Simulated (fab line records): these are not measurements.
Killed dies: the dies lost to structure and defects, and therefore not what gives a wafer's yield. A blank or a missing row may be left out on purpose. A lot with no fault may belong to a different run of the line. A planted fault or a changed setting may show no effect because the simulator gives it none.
Which tool is to blame? + flow nand_harc + 24 lots with 72 wafers sampled at 6 steps, on a route of 1302 steps

WHAT THE GAUGES SHOWED, per wafer
NHARC_P_M0_THK_MEAS_24: measures by xrf. Usual: thk_nm at 117.8 nm, with a standard deviation of 1.9.
| lot  | measured     | on            | thk_nm (nm)       | flag |
|------|--------------|---------------|-------------------|------|
| L074 | day 6 12:03  | film_metro-02 | 117.5 118.9 117.2 |      |
| L075 | day 6 14:43  | film_metro-01 | 121.4 122.3 118.4 |      |
| L076 | day 7 00:07  | film_metro-01 | 117.2 118.8 118.0 |      |
| L078 | day 7 16:42  | film_metro-02 | 118.4 117.4 117.5 |      |
| L077 | day 7 17:11  | film_metro-01 | 117.9 117.6 115.9 |      |
| L079 | day 8 07:56  | film_metro-02 | 116.8 120.0 118.5 |      |
| L080 | day 8 19:10  | film_metro-01 | 118.0 117.1 118.8 |      |
| L081 | day 9 03:43  | film_metro-02 | 117.4 112.7 114.9 |      |
| L082 | day 9 15:01  | film_metro-02 | 119.9 112.0 115.6 |      |
| L083 | day 10 08:52 | film_metro-01 | 120.1 118.0 116.3 |      |
| L084 | day 10 14:50 | film_metro-01 | 119.1 118.3 117.6 |      |
| L085 | day 10 20:25 | film_metro-02 | 120.2 118.6 117.2 |      |
| L086 | day 11 01:01 | film_metro-01 | 116.3 117.8 117.1 |      |
| L087 | day 11 10:31 | film_metro-01 | 119.2 119.0 118.4 |      |
| L089 | day 12 04:17 | film_metro-01 | 119.8 117.7 118.5 |      |
| L088 | day 12 05:17 | film_metro-02 | 118.6 117.4 117.7 |      |
| L090 | day 13 00:31 | film_metro-02 | 117.7 117.3 119.8 |      |
| L091 | day 13 07:35 | film_metro-01 | 117.0 114.7 113.0 |      |
| L092 | day 13 14:29 | film_metro-01 | 113.9 117.0 118.2 |      |
| L093 | day 14 01:11 | film_metro-01 | 116.9 118.4 117.9 |      |
| L094 | day 14 19:04 | film_metro-01 | 118.0 116.7 117.4 |      |
| L095 | day 14 20:17 | film_metro-02 | 118.6 116.8 117.8 |      |
| L096 | day 15 06:35 | film_metro-02 | 119.3 115.1 119.5 |      |
| L097 | day 16 01:32 | film_metro-01 | 120.6 119.3 118.6 |      |

NHARC_P_M2_INSPECT_11. Usual: raw_defect_count at 4.6, with a standard deviation of 2.6.
| lot  | measured     | on                | raw_defect_count | flag |
|------|--------------|-------------------|------------------|------|
| L074 | day 6 17:44  | defect_inspect-01 | 4 3 2            |      |
| L075 | day 6 20:25  | defect_inspect-02 | 7 2 3            |      |
| L076 | day 7 06:17  | defect_inspect-01 | 0 7 5            |      |
| L078 | day 7 22:34  | defect_inspect-01 | 12 12 10         |      |
| L077 | day 7 23:02  | defect_inspect-01 | 5 4 6            |      |
| L079 | day 8 14:09  | defect_inspect-01 | 6 5 5            |      |
| L080 | day 9 01:37  | defect_inspect-01 | 3 7 3            |      |
| L081 | day 9 09:31  | defect_inspect-02 | 3 3 5            |      |
| L082 | day 9 20:43  | defect_inspect-02 | 2 8 5            |      |
| L083 | day 10 14:41 | defect_inspect-02 | 1 3 6            |      |
| L084 | day 10 20:32 | defect_inspect-02 | 2 6 1            |      |
| L085 | day 11 02:01 | defect_inspect-02 | 2 5 4            |      |
| L086 | day 11 06:52 | defect_inspect-01 | 4 7 1            |      |
| L087 | day 11 16:14 | defect_inspect-01 | 3 7 4            |      |
| L089 | day 12 09:58 | defect_inspect-01 | 10 9 10          |      |
| L088 | day 12 11:06 | defect_inspect-01 | 4 3 5            |      |
| L090 | day 13 06:15 | defect_inspect-01 | 3 5 4            |      |
| L091 | day 13 13:23 | defect_inspect-01 | 6 5 3            |      |
| L092 | day 13 20:11 | defect_inspect-02 | 1 1 3            |      |
| L093 | day 14 06:48 | defect_inspect-01 | 2 3 4            |      |
| L094 | day 15 00:46 | defect_inspect-02 | 6 5 11           |      |
| L095 | day 15 01:59 | defect_inspect-01 | 7 1 2            |      |
| L096 | day 15 12:09 | defect_inspect-01 | 3 5 4            |      |
| L097 | day 16 07:14 | defect_inspect-01 | 1 3 4            |      |

TOOL THAT RAN EACH LOT (tool first, then ch and the chambers of the sampled wafers, then the start)
| lot  | NHARC_P_GATE_STRIP_112               | NHARC_P_CONTACT_CMP_24        | NHARC_P_M1_PVD_20                       | NHARC_P_M1_PVD_21                       |
|------|--------------------------------------|-------------------------------|-----------------------------------------|-----------------------------------------|
| L074 | plasma_asher-01 ch 0,1, day 5 23:29  | cmp-04 ch 0,2, day 6 08:15    | pvd_sputter-01, day 6 17:44 or earlier  | pvd_sputter-01, day 6 17:44 or earlier  |
| L075 | plasma_asher-02 ch 0,1, day 6 02:12  | cmp-04 ch 1,2, day 6 10:53    | pvd_sputter-01, day 6 20:25 or earlier  | pvd_sputter-01, day 6 20:25 or earlier  |
| L076 | plasma_asher-02 ch 0,1, day 6 11:39  | cmp-04 ch 0,3, day 6 20:17    | pvd_sputter-01, day 7 06:17 or earlier  | pvd_sputter-01, day 7 06:17 or earlier  |
| L078 | plasma_asher-01 ch 0,1, day 7 04:01  | cmp-03 ch 0,3, day 7 12:39    | pvd_sputter-01, day 7 22:34 or earlier  | pvd_sputter-01, day 7 22:34 or earlier  |
| L077 | plasma_asher-02 ch 0,1, day 7 04:10  | cmp-04 ch 0,1,3, day 7 13:04  | pvd_sputter-02, day 7 23:02 or earlier  | pvd_sputter-02, day 7 23:02 or earlier  |
| L079 | plasma_asher-01 ch 0,1, day 7 19:09  | cmp-04 ch 0,2,3, day 8 04:05  | pvd_sputter-02, day 8 14:09 or earlier  | pvd_sputter-02, day 8 14:09 or earlier  |
| L080 | plasma_asher-01 ch 0,1, day 8 06:27  | cmp-04 ch 0,1,2, day 8 15:29  | pvd_sputter-01, day 9 01:37 or earlier  | pvd_sputter-01, day 9 01:37 or earlier  |
| L081 | plasma_asher-02 ch 0,1, day 8 15:11  | cmp-04 ch 0,1,3, day 8 23:56  | pvd_sputter-02, day 9 09:31 or earlier  | pvd_sputter-02, day 9 09:31 or earlier  |
| L082 | plasma_asher-01 ch 0,1, day 9 02:00  | cmp-03 ch 0,1,3, day 9 11:04  | pvd_sputter-01, day 9 20:43 or earlier  | pvd_sputter-01, day 9 20:43 or earlier  |
| L083 | plasma_asher-02 ch 0,1, day 9 20:01  | cmp-01 ch 2,3, day 10 05:04   | pvd_sputter-02, day 10 14:41 or earlier | pvd_sputter-02, day 10 14:41 or earlier |
| L084 | plasma_asher-02 ch 0,1, day 10 02:23 | cmp-01 ch 1,3, day 10 11:01   | pvd_sputter-02, day 10 20:32 or earlier | pvd_sputter-02, day 10 20:32 or earlier |
| L085 | plasma_asher-02 ch 0,1, day 10 07:23 | cmp-03 ch 0,1,3, day 10 16:20 | pvd_sputter-02, day 11 02:01 or earlier | pvd_sputter-02, day 11 02:01 or earlier |
| L086 | plasma_asher-02 ch 0,1, day 10 12:04 | cmp-01 ch 0,1,3, day 10 21:23 | pvd_sputter-03, day 11 06:52 or earlier | pvd_sputter-03, day 11 06:52 or earlier |
| L087 | plasma_asher-02 ch 0,1, day 10 21:42 | cmp-03 ch 0,1,3, day 11 06:40 | pvd_sputter-02, day 11 16:14 or earlier | pvd_sputter-02, day 11 16:14 or earlier |
| L089 | plasma_asher-02 ch 1, day 11 15:39   | cmp-04 ch 0,1,2, day 12 00:37 | pvd_sputter-03, day 12 09:58 or earlier | pvd_sputter-03, day 12 09:58 or earlier |
| L088 | plasma_asher-02 ch 0,1, day 11 16:02 | cmp-01 ch 2,3, day 12 01:30   | pvd_sputter-01, day 12 11:06 or earlier | pvd_sputter-01, day 12 11:06 or earlier |
| L090 | plasma_asher-01 ch 0,1, day 12 12:05 | cmp-01 ch 1,2,3, day 12 20:49 | pvd_sputter-03, day 13 06:15 or earlier | pvd_sputter-03, day 13 06:15 or earlier |
| L091 | plasma_asher-02 ch 0,1, day 12 19:02 | cmp-03 ch 0,2,3, day 13 03:46 | pvd_sputter-03, day 13 13:23 or earlier | pvd_sputter-03, day 13 13:23 or earlier |
| L092 | plasma_asher-01 ch 0,1, day 13 01:56 | cmp-04 ch 1,2,3, day 13 10:39 | pvd_sputter-03, day 13 20:11 or earlier | pvd_sputter-03, day 13 20:11 or earlier |
| L093 | plasma_asher-01 ch 0,1, day 13 12:43 | cmp-01 ch 0,2,3, day 13 21:28 | pvd_sputter-02, day 14 06:48 or earlier | pvd_sputter-02, day 14 06:48 or earlier |
| L094 | plasma_asher-01 ch 0,1, day 14 06:46 | cmp-01 ch 1,3, day 14 15:20   | pvd_sputter-01, day 15 00:46 or earlier | pvd_sputter-01, day 15 00:46 or earlier |
| L095 | plasma_asher-02 ch 0,1, day 14 07:50 | cmp-03 ch 1,2,3, day 14 16:28 | pvd_sputter-03, day 15 01:59 or earlier | pvd_sputter-03, day 15 01:59 or earlier |
| L096 | plasma_asher-01 ch 0,1, day 14 18:09 | cmp-04 ch 0,1,3, day 15 02:55 | pvd_sputter-01, day 15 12:09 or earlier | pvd_sputter-01, day 15 12:09 or earlier |
| L097 | plasma_asher-02 ch 0,1, day 15 12:29 | cmp-01 ch 2,3, day 15 21:34   | pvd_sputter-03, day 16 07:14 or earlier | pvd_sputter-03, day 16 07:14 or earlier |
- NHARC_P_GATE_STRIP_112: strips in N2/H2, time 200 s.
- NHARC_P_CONTACT_CMP_24: polishes, t overpolish 30 s, target thk 200 nm.
- NHARC_P_M1_PVD_20: deposits TaN, target thk 5 nm, time 8.06 s.
- NHARC_P_M1_PVD_21: deposits Cu, target thk 30 nm, time 20.49 s.

WHAT THE TOOLS THEMSELVES READ (means of the sampled wafers that have a number; where no wafer has one, the mark that the record gives instead)
NHARC_P_GATE_STRIP_112. Usual: drypump_motor_current_A 6.02 A, standard deviation 0.14; heater_power_w 87 W, standard deviation 8.8; temp_c 110.01 C, standard deviation 0.13.
| lot  | tool            | drypump_motor_current_A (A) | heater_power_w (W) | temp_c (C) | flag |
|------|-----------------|-----------------------------|--------------------|------------|------|
| L074 | plasma_asher-01 | 6.09                        | 93                 | 109.98     |      |
| L075 | plasma_asher-02 | 6.05                        | 87                 | 110.01     |      |
| L076 | plasma_asher-02 | 5.90                        | 79                 | 109.96     |      |
| L078 | plasma_asher-01 | 6.09                        | 93                 | 110.01     |      |
| L077 | plasma_asher-02 | 6.02                        | 87                 | 110.14     |      |
| L079 | plasma_asher-01 | 6.08                        | 92                 | 109.96     |      |
| L080 | plasma_asher-01 | 6.10                        | 93                 | 109.98     |      |
| L081 | plasma_asher-02 | 6.04                        | 86                 | 110.16     |      |
| L082 | plasma_asher-01 | 6.09                        | 92                 | 110.05     |      |
| L083 | plasma_asher-02 | 6.04                        | 87                 | 110.07     |      |
| L084 | plasma_asher-02 | 6.01                        | 85                 | 110.03     |      |
| L085 | plasma_asher-02 | 5.90                        | 80                 | 110.03     |      |
| L086 | plasma_asher-02 | 6.03                        | 88                 | 110.03     |      |
| L087 | plasma_asher-02 | 5.89                        | 80                 | 110.08     |      |
| L089 | plasma_asher-02 | 6.14                        | 94                 | 109.96     |      |
| L088 | plasma_asher-02 | 6.01                        | 87                 | 110.12     |      |
| L090 | plasma_asher-01 | 6.10                        | 92                 | 110.02     |      |
| L091 | plasma_asher-02 | 6.03                        | 86                 | 110.00     |      |
| L092 | plasma_asher-01 | 6.08                        | 92                 | 109.85     |      |
| L093 | plasma_asher-01 | 6.09                        | 91                 | 110.07     |      |
| L094 | plasma_asher-01 | 6.08                        | 90                 | 109.88     |      |
| L095 | plasma_asher-02 | 6.01                        | 86                 | 110.11     |      |
| L096 | plasma_asher-01 | 6.11                        | 92                 | 109.95     |      |
| L097 | plasma_asher-02 | 6.02                        | 86                 | 110.23     |      |

NHARC_P_CONTACT_CMP_24. Usual: edge_zone_pressure_frac 1.000, standard deviation 0.0046; motor_current_A 12.1 A, standard deviation 1.2; overpolish_run_s 30.001 s, standard deviation 0.0095; time_to_endpoint_s 39 s, standard deviation 3.5.
| lot  | tool   | edge_zone_pressure_frac | motor_current_A (A) | overpolish_run_s (s) | time_to_endpoint_s (s) | flag |
|------|--------|-------------------------|---------------------|----------------------|------------------------|------|
| L074 | cmp-04 | 0.998                   | 12.9                | 30.001               | 45                     |      |
| L075 | cmp-04 | 0.997                   | 12.8                | 29.999               | 39                     |      |
| L076 | cmp-04 | 1.000                   | 13.1                | 30.007               | 43                     |      |
| L078 | cmp-03 | 0.998                   | 11.1                | 30.002               | 43                     |      |
| L077 | cmp-04 | 0.997                   | 13.4                | 30.005               | 39                     |      |
| L079 | cmp-04 | 1.001                   | 13.3                | 29.992               | 40                     |      |
| L080 | cmp-04 | 1.001                   | 13.0                | 29.994               | 39                     |      |
| L081 | cmp-04 | 1.001                   | 13.1                | 30.001               | 38                     |      |
| L082 | cmp-03 | 1.004                   | 11.3                | 30.000               | 39                     |      |
| L083 | cmp-01 | 1.003                   | 11.8                | 30.011               | 37                     |      |
| L084 | cmp-01 | 0.999                   | 11.0                | 29.999               | 41                     |      |
| L085 | cmp-03 | 1.002                   | 11.4                | 29.993               | 36                     |      |
| L086 | cmp-01 | 0.998                   | 11.4                | 29.998               | 39                     |      |
| L087 | cmp-03 | 0.996                   | 11.5                | 30.007               | 37                     |      |
| L089 | cmp-04 | 1.001                   | 12.8                | 30.006               | 39                     |      |
| L088 | cmp-01 | 1.004                   | 11.2                | 29.994               | 35                     |      |
| L090 | cmp-01 | 0.996                   | 11.1                | 30.005               | 34                     |      |
| L091 | cmp-03 | 1.000                   | 11.3                | 29.993               | 41                     |      |
| L092 | cmp-04 | 0.999                   | 13.5                | 29.994               | 39                     |      |
| L093 | cmp-01 | 1.004                   | 11.6                | 29.996               | 38                     |      |
| L094 | cmp-01 | 0.996                   | 11.4                | 29.995               | 38                     |      |
| L095 | cmp-03 | 1.003                   | 11.2                | 29.997               | 37                     |      |
| L096 | cmp-04 | 1.004                   | 13.2                | 30.003               | 41                     |      |
| L097 | cmp-01 | 0.994                   | 11.7                | 30.003               | 34                     |      |

NHARC_P_M1_PVD_20. Usual: throttle_valve_pct at 30.4 %, with a standard deviation of 0.97.
| lot  | tool           | throttle_valve_pct (%) | flag |
|------|----------------|------------------------|------|
| L074 | pvd_sputter-01 | 30.6                   |      |
| L075 | pvd_sputter-01 | 30.2                   |      |
| L076 | pvd_sputter-01 | 30.2                   |      |
| L078 | pvd_sputter-01 | 29.5                   |      |
| L077 | pvd_sputter-02 | 30.7                   |      |
| L079 | pvd_sputter-02 | 30.5                   |      |
| L080 | pvd_sputter-01 | 29.9                   |      |
| L081 | pvd_sputter-02 | 30.8                   |      |
| L082 | pvd_sputter-01 | 30.4                   |      |
| L083 | pvd_sputter-02 | 31.3                   |      |
| L084 | pvd_sputter-02 | 29.9                   |      |
| L085 | pvd_sputter-02 | 31.7                   |      |
| L086 | pvd_sputter-03 | 30.8                   |      |
| L087 | pvd_sputter-02 | 30.8                   |      |
| L089 | pvd_sputter-03 | 30.6                   |      |
| L088 | pvd_sputter-01 | 30.3                   |      |
| L090 | pvd_sputter-03 | 31.0                   |      |
| L091 | pvd_sputter-03 | 30.4                   |      |
| L092 | pvd_sputter-03 | 30.6                   |      |
| L093 | pvd_sputter-02 | 30.3                   |      |
| L094 | pvd_sputter-01 | 29.9                   |      |
| L095 | pvd_sputter-03 | 30.3                   |      |
| L096 | pvd_sputter-01 | 29.7                   |      |
| L097 | pvd_sputter-03 | 29.9                   |      |

NHARC_P_M1_PVD_21. Usual: throttle_valve_pct at 30.3 %, with a standard deviation of 0.96.
| lot  | tool           | throttle_valve_pct (%) | flag |
|------|----------------|------------------------|------|
| L074 | pvd_sputter-01 | 29.4                   |      |
| L075 | pvd_sputter-01 | 30.7                   |      |
| L076 | pvd_sputter-01 | 29.7                   |      |
| L078 | pvd_sputter-01 | 30.2                   |      |
| L077 | pvd_sputter-02 | 31.5                   |      |
| L079 | pvd_sputter-02 | 30.9                   |      |
| L080 | pvd_sputter-01 | 29.5                   |      |
| L081 | pvd_sputter-02 | 29.9                   |      |
| L082 | pvd_sputter-01 | 29.9                   |      |
| L083 | pvd_sputter-02 | 30.4                   |      |
| L084 | pvd_sputter-02 | 30.7                   |      |
| L085 | pvd_sputter-02 | 29.8                   |      |
| L086 | pvd_sputter-03 | 30.6                   |      |
| L087 | pvd_sputter-02 | 30.7                   |      |
| L089 | pvd_sputter-03 | 31.0                   |      |
| L088 | pvd_sputter-01 | 29.8                   |      |
| L090 | pvd_sputter-03 | 30.5                   |      |
| L091 | pvd_sputter-03 | 30.6                   |      |
| L092 | pvd_sputter-03 | 31.2                   |      |
| L093 | pvd_sputter-02 | 30.3                   |      |
| L094 | pvd_sputter-01 | 29.3                   |      |
| L095 | pvd_sputter-03 | 31.1                   |      |
| L096 | pvd_sputter-01 | 29.9                   |      |
| L097 | pvd_sputter-03 | 30.8                   |      |

THE ANSWER, worked out from the rows above alone
Rule: take the mean of a lot's wafers that have a number; if it is more than 3 standard deviations from the usual mean, the lot is off. A lot without any number at a reading at which 4 lots or more have one is off too. Any other lot the step has rows for is counted as sound. The gauges are gone through in route order, then the tools' own readings, and for those a lot's mean is taken as printed above. The first step at which some lot is off is used, and at that step the reading that is off furthest; a lot without a number counts as furthest.
None of the lots is off at any reading shown; this tells nothing.

WHAT WAS PUT IN BY THE SIMULATOR
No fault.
